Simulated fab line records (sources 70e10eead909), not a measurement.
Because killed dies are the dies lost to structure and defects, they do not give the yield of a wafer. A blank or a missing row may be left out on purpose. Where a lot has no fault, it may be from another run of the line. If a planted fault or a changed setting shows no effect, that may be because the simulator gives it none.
Which of the tools did it? -- flow nand harc -- 66 wafers from 22 lots sampled at 6 of the route's 1302 steps

WHAT THE GAUGES READ, wafer by wafer
Not one reading of a measure or inspect step in the record can be checked against a usual standard deviation.

WHICH TOOL RAN EACH LOT (tool, then ch and the chambers of the sampled wafers, then the start)
lot,NHARC_A_DECK1_JOINT_CMP_13,NHARC_A_ONON_D2_DEP_33,NHARC_A_CHANNEL_HOLE_D2_DESCUM_15,NHARC_A_CHANNEL_HOLE_D2_ETCH_39,NHARC_A_CHANNEL_HOLE_D2_ETCH_16,NHARC_A_CHANNEL_FILL_D2_STRIP_28
L074,"cmp-02 ch 0,1, day 11 09:08","pecvd-02 ch 0,1,2, day 13 04:29","rie diel-02 ch 0,1,3, day 13 07:54","rie diel-02 ch 0,2,3, day 14 15:14 or earlier","rie diel-02 ch 1,2, day 14 15:14 or earlier","rie diel-08 ch 0,2,3, day 14 15:14"
L075,"cmp-04 ch 1,2,3, day 11 18:34","pecvd-04 ch 0,2, day 13 09:23","rie diel-02 ch 0,3, day 13 12:56","rie diel-02 ch 0,1,3, day 14 21:05 or earlier","rie diel-02 ch 1,2,3, day 14 21:05 or earlier","rie diel-08 ch 0,1,3, day 14 21:05"
L076,"cmp-03 ch 0,1,3, day 12 14:49","pecvd-02 ch 1,2, day 14 11:42","rie diel-13 ch 0,3, day 14 15:07","rie diel-13 ch 0,3, day 15 22:30 or earlier","rie diel-13 ch 1,2, day 15 22:30 or earlier","rie diel-08 ch 0,1, day 15 22:30"
L078,"cmp-02 ch 0,2,3, day 12 22:56","pecvd-02 ch 0,1, day 14 11:58","rie diel-02 ch 1,2,3, day 14 15:20","rie diel-02 ch 0,1,2, day 15 22:31 or earlier","rie diel-02 ch 1,2,3, day 15 22:31 or earlier","rie diel-03 ch 1,2, day 15 22:31"
L077,"cmp-04 ch 0,2,3, day 12 22:56","pecvd-04 ch 0,1,2, day 14 12:03","rie diel-04 ch 0,2,3, day 14 15:29","rie diel-04 ch 1,2,3, day 16 02:57 or earlier","rie diel-04 ch 0,1,3, day 16 02:57 or earlier","rie diel-08 ch 0,2,3, day 16 02:57"
L079,"cmp-02 ch 2,3, day 13 05:36","pecvd-02 ch 0,1, day 15 00:14","rie diel-13 ch 0,1,2, day 15 03:32","rie diel-13 ch 0,1,3, day 16 10:36 or earlier","rie diel-13 ch 0,2, day 16 10:36 or earlier","rie diel-03 ch 0,2, day 16 10:36"
L081,"cmp-04 ch 1,2,3, day 13 18:59","pecvd-02 ch 1,2, day 15 09:31","rie diel-04 ch 1,3, day 15 12:52","rie diel-04 ch 0,3, day 16 22:43 or earlier","rie diel-04 ch 1,2,3, day 16 22:43 or earlier","rie diel-05 ch 0,1,3, day 16 22:43"
L080,"cmp-03 ch 2,3, day 14 00:44","pecvd-04 ch 0,2, day 15 09:33","rie diel-02 ch 1,2, day 15 13:26","rie diel-02 ch 0,3, day 16 22:47 or earlier","rie diel-02 ch 1,2,3, day 16 22:47 or earlier","rie diel-08 ch 0,1,3, day 16 22:47"
L082,"cmp-04 ch 0,1, day 14 21:13","pecvd-02 ch 0,1, day 16 08:48","rie diel-04 ch 0,1, day 16 19:41","rie diel-04 ch 0,1,2, day 18 07:27 or earlier","rie diel-04 ch 0,1,2, day 18 07:27 or earlier","rie diel-03 ch 0,3, day 18 07:27"
L083,"cmp-04 ch 0,1,2, day 15 01:48","pecvd-01 ch 0,1,2, day 16 09:02","rie diel-13 ch 1,2,3, day 16 19:50","rie diel-13 ch 0,1,3, day 18 07:24 or earlier","rie diel-13 ch 0,1,2, day 18 07:24 or earlier","rie diel-08 ch 0,1,3, day 18 07:24"
L084,"cmp-02 ch 0,1,2, day 15 01:50","pecvd-01 ch 0,1,2, day 16 08:35","rie diel-02 ch 1,3, day 16 17:58","rie diel-02 ch 1,2,3, day 18 01:56 or earlier","rie diel-02 ch 0,1,3, day 18 01:56 or earlier","rie diel-08 ch 1,2, day 18 01:56"
L087,"cmp-04 ch 2,3, day 17 00:11","pecvd-04 ch 0,1, day 18 16:35","rie diel-13 ch 2,3, day 18 20:08","rie diel-13 ch 0,2, day 20 06:05 or earlier","rie diel-13 ch 1,3, day 20 06:05 or earlier","rie diel-08 ch 1,2, day 20 06:05"
L089,"cmp-02 ch 0,1,3, day 17 15:47","pecvd-02 ch 0,1, day 19 02:13","rie diel-04 ch 0,1,2, day 19 05:37","rie diel-04 ch 0,2,3, day 20 13:24 or earlier","rie diel-04 ch 0,1,3, day 20 13:24 or earlier","rie diel-08 ch 1,2,3, day 20 13:24"
L088,"cmp-03 ch 1,2,3, day 17 15:49","pecvd-01 ch 0,2, day 19 02:09","rie diel-13 ch 0,1,2, day 19 05:26","rie diel-13 ch 0,1, day 20 13:24 or earlier","rie diel-13 ch 0,1,3, day 20 13:24 or earlier","rie diel-03 ch 1,2,3, day 20 13:24"
L090,"cmp-04 ch 0,1, day 18 03:44","pecvd-02 ch 0,1, day 19 15:53","rie diel-13 ch 2,3, day 19 21:07","rie diel-13 ch 2,3, day 21 08:40 or earlier","rie diel-13 ch 0,2, day 21 08:40 or earlier","rie diel-03 ch 0,1,2, day 21 08:40"
L091,"cmp-04 ch 1,2, day 18 07:26","pecvd-04 ch 0,1, day 19 15:52","rie diel-13 ch 0,2,3, day 19 19:15","rie diel-13 ch 2,3, day 21 04:47 or earlier","rie diel-13 ch 1,2, day 21 04:47 or earlier","rie diel-08 ch 1,3, day 21 04:47"
L092,"cmp-02 ch 0,1,2, day 18 17:11","pecvd-04 ch 0,1,2, day 20 08:05","rie diel-13 ch 2,3, day 20 11:57","rie diel-13 ch 0,3, day 21 19:11 or earlier","rie diel-13 ch 0,3, day 21 19:11 or earlier","rie diel-03 ch 0,2,3, day 21 19:11"
L093,"cmp-04 ch 0,3, day 18 20:07","pecvd-02 ch 0,1,2, day 20 07:44","rie diel-02 ch 0,1,2, day 20 11:02","rie diel-02 ch 1,2, day 21 19:10 or earlier","rie diel-02 ch 0,2,3, day 21 19:10 or earlier","rie diel-05 ch 1,2, day 21 19:10"
L095,"cmp-03 ch 0,2,3, day 19 23:58","pecvd-04 ch 0,1,2, day 21 11:51","rie diel-02 ch 0,1,2, day 21 17:16","rie diel-02 ch 0,2,3, day 23 04:02 or earlier","rie diel-02 ch 0,2,3, day 23 04:02 or earlier","rie diel-08 ch 0,1,2, day 23 04:02"
L094,"cmp-04 ch 0,3, day 19 23:58","pecvd-01 ch 0,1,2, day 21 12:01","rie diel-04 ch 1,2, day 21 17:31","rie diel-04 ch 1,2,3, day 23 04:02 or earlier","rie diel-04 ch 0,1, day 23 04:02 or earlier","rie diel-03 ch 0,1, day 23 04:02"
L096,"cmp-02 ch 0,3, day 20 07:16","pecvd-04 ch 1,2, day 21 19:05","rie diel-02 ch 0,2, day 22 00:57","rie diel-02 ch 0,1,2, day 23 11:40 or earlier","rie diel-02 ch 0,2,3, day 23 11:40 or earlier","rie diel-05 ch 0,2, day 23 11:40"
L097,"cmp-04 ch 0,2, day 20 23:15","pecvd-01 ch 0,1,2, day 22 16:49","rie diel-04 ch 0,1,3, day 22 20:29","rie diel-04 ch 0,2, day 24 04:23 or earlier","rie diel-04 ch 0,1, day 24 04:23 or earlier","rie diel-03 ch 1,3, day 24 04:23"
- NHARC_A_DECK1_JOINT_CMP_13: polishes, target thk 51.023 nm.
- NHARC_A_ONON_D2_DEP_33: deposits SiO2, target thk 200 nm.
- NHARC_A_CHANNEL_HOLE_D2_DESCUM_15: chemistry O2, time 3 s.
- NHARC_A_CHANNEL_HOLE_D2_ETCH_39: etches the open film in N2/H2, target depth 260 nm, time 325 s.
- NHARC_A_CHANNEL_HOLE_D2_ETCH_16: etches the open film in O2/COS, target depth 3100 nm, time 806 s.
- NHARC_A_CHANNEL_FILL_D2_STRIP_28: strips in O2, time 20 s.

AS READ BY THE TOOLS THEMSELVES (means over the sampled wafers that have a number; for cases with no such wafer, the mark the record gives instead)
NHARC_A_DECK1_JOINT_CMP_13.
lot,tool,edge zone pressure frac,motor current A (A),time to endpoint s (s)
L074,cmp-02,0.998,11.4,6.9
L075,cmp-04,0.997,12.1,10.5
L076,cmp-03,0.998,11.3,9.9
L078,cmp-02,1.001,12.2,9.5
L077,cmp-04,1.004,12.2,10.8
L079,cmp-02,1.002,12.8,5.7
L081,cmp-04,1.004,12.1,9.8
L080,cmp-03,1.007,12.8,9.1
L082,cmp-04,0.997,11.3,7.9
L083,cmp-04,0.996,12.3,9.5
L084,cmp-02,0.998,12.5,8.5
L087,cmp-04,1.000,12.9,5.8
L089,cmp-02,1.000,11.6,9.8
L088,cmp-03,0.999,11.9,8.4
L090,cmp-04,1.002,11.2,12.0
L091,cmp-04,0.996,12.2,9.3
L092,cmp-02,0.998,11.9,9.2
L093,cmp-04,1.000,11.0,12.6
L095,cmp-03,1.000,11.7,6.2
L094,cmp-04,1.001,11.0,13.1
L096,cmp-02,1.005,11.3,9.5
L097,cmp-04,0.996,13.4,10.4

NHARC_A_ONON_D2_DEP_33.
lot,tool,heater power w (W),throttle valve pct (%)
L074,pecvd-02,587,15.7
L075,pecvd-04,580,16.2
L076,pecvd-02,629,15.6
L078,pecvd-02,574,15.9
L077,pecvd-04,598,16.0
L079,pecvd-02,587,15.7
L081,pecvd-02,586,15.5
L080,pecvd-04,540,16.2
L082,pecvd-02,604,15.9
L083,pecvd-01,654,15.9
L084,pecvd-01,641,15.8
L087,pecvd-04,685,16.4
L089,pecvd-02,548,16.1
L088,pecvd-01,623,16.2
L090,pecvd-02,609,15.8
L091,pecvd-04,641,16.3
L092,pecvd-04,563,16.2
L093,pecvd-02,641,16.0
L095,pecvd-04,536,16.2
L094,pecvd-01,620,16.1
L096,pecvd-04,545,16.5
L097,pecvd-01,600,16.1

NHARC_A_CHANNEL_HOLE_D2_DESCUM_15.
lot,tool,drypump motor current A (A),oes product au (a.u.),rf vpp V (V),showerhead plenum p Torr (Torr),throttle valve pct (%)
L074,rie diel-02,6.0,1.006,56.9,1.95,11.310
L075,rie diel-02,6.0,1.000,57.7,1.86,11.320
L076,rie diel-13,5.5,1.017,57.4,1.90,11.312
L078,rie diel-02,6.0,0.997,58.1,2.04,11.312
L077,rie diel-04,6.1,0.999,58.0,1.90,11.320
L079,rie diel-13,5.5,1.009,57.3,1.93,11.304
L081,rie diel-04,5.8,0.995,57.2,1.91,11.311
L080,rie diel-02,6.0,1.003,58.3,2.05,11.302
L082,rie diel-04,5.6,0.998,57.7,1.97,11.306
L083,rie diel-13,5.3,0.997,58.1,1.98,11.307
L084,rie diel-02,6.0,1.004,59.1,2.04,11.314
L087,rie diel-13,5.1,1.004,57.7,1.98,11.319
L089,rie diel-04,6.0,0.991,58.6,1.92,11.307
L088,rie diel-13,5.6,1.002,57.1,1.92,11.316
L090,rie diel-13,5.0,1.010,58.4,1.98,11.301
L091,rie diel-13,5.4,1.013,58.1,1.92,11.317
L092,rie diel-13,5.1,1.015,56.9,1.98,11.301
L093,rie diel-02,6.0,1.006,57.7,1.96,11.312
L095,rie diel-02,6.1,1.005,58.1,1.95,11.310
L094,rie diel-04,6.1,0.996,57.4,1.88,11.320
L096,rie diel-02,6.0,1.001,57.3,1.86,11.310
L097,rie diel-04,5.7,0.986,57.6,1.94,11.307

NHARC_A_CHANNEL_HOLE_D2_ETCH_39.
lot,tool,drypump motor current A (A),oes product au (a.u.),rf vpp V (V),showerhead plenum p Torr (Torr),throttle valve pct (%)
L074,rie diel-02,6.0,1.004,431,2.08,14.170
L075,rie diel-02,6.0,1.001,432,2.08,14.174
L076,rie diel-13,5.2,0.998,431,2.08,14.173
L078,rie diel-02,6.0,1.004,432,2.09,14.173
L077,rie diel-04,6.2,0.987,428,1.99,14.170
L079,rie diel-13,5.4,1.002,432,2.09,14.157
L081,rie diel-04,5.8,1.006,431,2.05,14.161
L080,rie diel-02,6.0,1.004,429,1.98,14.175
L082,rie diel-04,6.0,0.995,430,2.05,14.182
L083,rie diel-13,5.3,1.010,432,2.09,14.171
L084,rie diel-02,6.0,0.999,434,2.18,14.174
L087,rie diel-13,5.7,1.013,431,2.02,14.176
L089,rie diel-04,6.0,0.993,432,2.03,14.173
L088,rie diel-13,5.7,1.014,429,2.02,14.167
L090,rie diel-13,5.1,1.007,432,2.11,14.175
L091,rie diel-13,5.4,1.008,432,2.07,14.165
L092,rie diel-13,5.2,1.012,431,2.08,14.173
L093,rie diel-02,6.1,1.006,434,2.18,14.166
L095,rie diel-02,6.0,0.998,432,2.07,14.175
L094,rie diel-04,6.1,0.990,429,1.99,14.172
L096,rie diel-02,6.0,1.012,431,2.08,14.163
L097,rie diel-04,6.3,0.994,429,2.00,14.173

NHARC_A_CHANNEL_HOLE_D2_ETCH_16.
lot,tool,drypump motor current A (A),oes product au (a.u.),rf vpp V (V),showerhead plenum p Torr (Torr),throttle valve pct (%)
L074,rie diel-02,6.0,1.000,317.7,3.33,28.334
L075,rie diel-02,6.0,1.003,317.0,3.32,28.318
L076,rie diel-13,5.4,0.997,316.0,3.24,28.341
L078,rie diel-02,6.0,0.998,316.7,3.32,28.329
L077,rie diel-04,5.7,1.001,314.9,3.18,28.330
L079,rie diel-13,5.8,1.020,312.0,3.04,28.326
L081,rie diel-04,6.2,0.993,313.0,3.05,28.327
L080,rie diel-02,6.1,1.005,316.6,3.32,28.330
L082,rie diel-04,6.0,0.997,314.2,3.14,28.332
L083,rie diel-13,5.6,1.011,314.5,3.14,28.333
L084,rie diel-02,6.0,1.001,315.0,3.18,28.332
L087,rie diel-13,5.1,1.004,317.2,3.28,28.328
L089,rie diel-04,5.7,0.997,315.3,3.17,28.332
L088,rie diel-13,5.4,1.011,315.2,3.19,28.332
L090,rie diel-13,5.8,1.013,313.0,3.04,28.317
L091,rie diel-13,5.5,0.999,314.5,3.18,28.331
L092,rie diel-13,5.2,1.011,315.6,3.18,28.321
L093,rie diel-02,6.0,1.003,315.4,3.17,28.333
L095,rie diel-02,6.0,1.002,315.2,3.17,28.329
L094,rie diel-04,5.6,1.007,315.0,3.21,28.328
L096,rie diel-02,6.0,0.999,314.0,3.17,28.327
L097,rie diel-04,5.5,0.994,316.4,3.26,28.321

NHARC_A_CHANNEL_FILL_D2_STRIP_28.
lot,tool,drypump motor current A (A),oes product au (a.u.),rf vpp V (V),showerhead plenum p Torr (Torr),throttle valve pct (%)
L074,rie diel-08,5.6,0.997,57.4,3.47,17.039
L075,rie diel-08,5.8,0.996,57.4,3.37,17.038
L076,rie diel-08,5.8,1.007,56.7,3.38,17.043
L078,rie diel-03,6.0,1.003,59.1,3.65,17.031
L077,rie diel-08,5.6,1.003,57.4,3.47,17.031
L079,rie diel-03,5.8,1.003,58.3,3.58,17.040
L081,rie diel-05,5.8,1.001,57.6,3.48,17.038
L080,rie diel-08,5.8,0.984,57.0,3.37,17.027
L082,rie diel-03,5.2,0.996,58.0,3.49,17.041
L083,rie diel-08,5.8,0.989,57.7,3.37,17.029
L084,rie diel-08,5.6,0.994,57.8,3.59,17.035
L087,rie diel-08,5.6,0.992,58.3,3.50,17.020
L089,rie diel-08,5.6,1.000,57.6,3.48,17.028
L088,rie diel-03,5.7,1.002,58.5,3.62,17.022
L090,rie diel-03,5.8,0.995,57.7,3.56,17.038
L091,rie diel-08,5.7,0.989,57.8,3.39,17.038
L092,rie diel-03,5.5,1.006,57.4,3.54,17.040
L093,rie diel-05,6.3,1.002,56.8,3.29,17.038
L095,rie diel-08,5.7,0.997,58.6,3.48,17.031
L094,rie diel-03,5.9,0.998,58.3,3.55,17.030
L096,rie diel-05,6.3,1.003,56.9,3.43,17.035
L097,rie diel-03,5.8,0.995,58.0,3.60,17.032

THE ANSWER, worked out from the rows above alone
Rule: usual is defined by the lots themselves. Put in order of their means at a reading, lots are off if they are a third of the lots or fewer, leave a main group of 4 or more, and stand apart from it by a gap of 3 or more times the standard deviation of the main group's means; of several such gaps the widest counts. Not used: any main group whose means are identical at the precision the tables above print for the reading. Also off: a lot with no number at a reading for which 4 or more lots have one. Any other lot the step has rows for is counted as sound. After the gauges, taken in route order, come the tools' own readings; for these a lot's mean is taken, as printed above. The first step at which some lot is off is used, and at that step the reading that is off furthest; a lot without a number counts as furthest.
No lot is off on any of the readings shown, so nothing can be concluded from this.

WHAT HAD BEEN PUT IN BY THE SIMULATOR
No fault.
